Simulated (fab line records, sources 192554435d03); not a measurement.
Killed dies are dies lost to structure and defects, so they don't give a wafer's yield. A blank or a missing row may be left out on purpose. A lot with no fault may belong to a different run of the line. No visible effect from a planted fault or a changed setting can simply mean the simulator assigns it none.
Comparing a struck lot with a sound one	flow n5 finfet	37 steps out of a route of 1938
Sound: wafers L770.2, L770.4, L770.6. Struck: wafer L778.4. (L778.3 of the same lot was not struck and is left out.) The cause comes at the end.
For every step that has rows: the tool of each side, followed by ch and its chambers, followed by its first start. Under that, the readings that differ: sound wafers	struck wafers	difference of the means	sigmas: that difference in standard deviations of wafers without a fault.
alike: words and numbers the same on both sides, and readings whose means are apart by under 2 such deviations; not compared: readings that were withheld, readings missing a value for some wafer, numbers with overlapping values and no deviation given by the record, and bounds like >300 which may hide the same value.
Wherever a step has rows on one side only, a row that says differs or no value, or a row with sigmas, the two part there. Numbers that don't overlap but have no deviation are shown without sigmas and don't part them. A reading missing from all wafers of one side parts the sides only when that side holds two or more wafers.

first, 9 steps without rows for these wafers: N5_BEOL_M6_ALD_77 (deposits TaN, target thk 2 nm, pulse time 2 s, purge time 3 s); N5_BEOL_M6_SURFACE_TREAT_79; N5_BEOL_M6_CVD_78 (deposits Co from CCTBA/H2, target thk 2 nm, time 142.3 s); N5_BEOL_M6_SPUTTER_48 (material Cu, target thk 10 nm, time 1.667 s); N5_BEOL_M6_ECD_50 (material Cu, target thk 300 nm); N5_BEOL_M6_ANNEAL_51 (time 90 s); N5_BEOL_M6_CMP_52 (polishes, stops on SiCOH lowk, t overpolish 6.9 s, target thk 80 nm); N5_BEOL_M6_PRE_CLEAN_55 (time 15 s); N5_BEOL_M6_DEP_56 (deposits SiCN from 3MS/NH3, target thk 10 nm, time 17.5 s).
N5_BEOL_M7_ILD_DEP_00: deposits SiCOH lowk from DEMS/porogen, target thk 179.75 nm, time 33.4 s.
  sound on pecvd-04 ch 1,2, day 11 08:05; struck on pecvd-01 ch 0, day 13 04:11
reading	sound	struck	difference	sigmas
model.SiCOH_lowk_of_BEOL_M7_ILD_DEP_00.thk nm (nm)	177.6 180.6 179	143.6	-35.5	
  alike: heater power w, showerhead plenum p Torr, throttle valve pct
  not compared: rf fwd power W, susceptor temp C
then, 1 step without rows for these wafers: N5_BEOL_M7_CURE_74 (cures SiCOH lowk, time 240 s).
N5_BEOL_M7_THK_MEAS_01:
  sound on film metro-01, day 11 09:22; struck on film metro-01, day 13 05:00
reading	sound	struck	difference	sigmas
M7_ILD_THK (nm)	153.2 155.7 154.4	123.6	-30.8	-17
then, 23 steps without rows for these wafers: N5_BEOL_M7_PECVD_70 (deposits SiO2 from TEOS/O2, target thk 20 nm, time 22.7 s); N5_BEOL_M7_HM_DEP_02 (deposits TiN, target thk 20 nm); N5_BEOL_M7_COAT_59 (time 60 s, resist thk 100 nm); N5_BEOL_M7_COAT_60 (time 60 s, resist thk 35 nm); N5_BEOL_M7_COAT_05 (resist thk 90 nm); N5_BEOL_M7_EBR_07; N5_BEOL_M7_SOFTBAKE_06 (time 60 s); N5_BEOL_M7_EXPOSE_08 (exposes mask M7); N5_BEOL_M7_PEB_09 (peb time 60 s); N5_BEOL_M7_DEVELOP_10 (develop time 30 s); N5_BEOL_M7_DESCUM_16 (chemistry O2, time 7.9 s); N5_BEOL_M7_ETCH_61 (etches SiARC in CF4, target depth 45.5 nm, time 75.8 s); N5_BEOL_M7_ETCH_62 (etches SOC in N2/H2, target depth 110 nm, overetch 22 nm, time 165 s); N5_BEOL_M7_STRIP_68 (strips in N2/H2); N5_BEOL_M7_STRIP_67 (strips in CF4); N5_BEOL_M7_HM_OPEN_17 (chemistry Cl2/BCl3, target TiN, target depth 20 nm, overetch 6 nm); N5_BEOL_M7_STRIP_19 (strips in O2); N5_BEOL_M7_COAT_63 (time 60 s, resist thk 60 nm); N5_BEOL_M7_COAT_64 (time 60 s, resist thk 12 nm); N5_BEOL_M7_COAT_71 (time 60 s, resist thk 5 nm); N5_BEOL_M7_COAT_22 (resist thk 30 nm); N5_BEOL_M7_EBR_24; N5_BEOL_M7_SOFTBAKE_23 (time 60 s).
N5_BEOL_M7_CMP_52: polishes, stops on SiCOH lowk, t overpolish 6.9 s, target thk 80 nm.
  sound on cmp-01 ch 0,2,3, day 11 16:29; struck on cmp-03 ch 3, day 13 11:41
reading	sound	struck	difference	sigmas
model.SiCOH_lowk_of_BEOL_M7_ILD_DEP_00.thk nm (nm)	150.2 152.6 151.4	120.6	-30.8	
  alike: clearing platen down force psi, motor current A
-- here the record skips 3 days between the struck wafers' starts before and after, leaving off in module BEOL_M7 and picking up in module PASSIVATION (first step shown: number 1936 of the route) --
N5_PASSIVATION_PROBE_49:
  sound on prober-01, day 14 17:53; struck on prober-01, day 16 19:27
reading	sound	struck	difference	sigmas
killed at front end	36 48 49	15	-29	-2
killed at other	6 8 4	12	+6	+2
  alike: defect limited yield, killed_at_M0_to_M3, killed_at_M4_up, killed at contacts, killed dies, killed open, killed short, sort_bin_5_function, sort_bin_6_memory, sort n pass, sort yield pct

== WHERE THEY PART ==
Last at N5_PASSIVATION_PROBE_49 as far as this record goes, first at N5_BEOL_M7_THK_MEAS_01.

WHY: whatever the simulator had introduced
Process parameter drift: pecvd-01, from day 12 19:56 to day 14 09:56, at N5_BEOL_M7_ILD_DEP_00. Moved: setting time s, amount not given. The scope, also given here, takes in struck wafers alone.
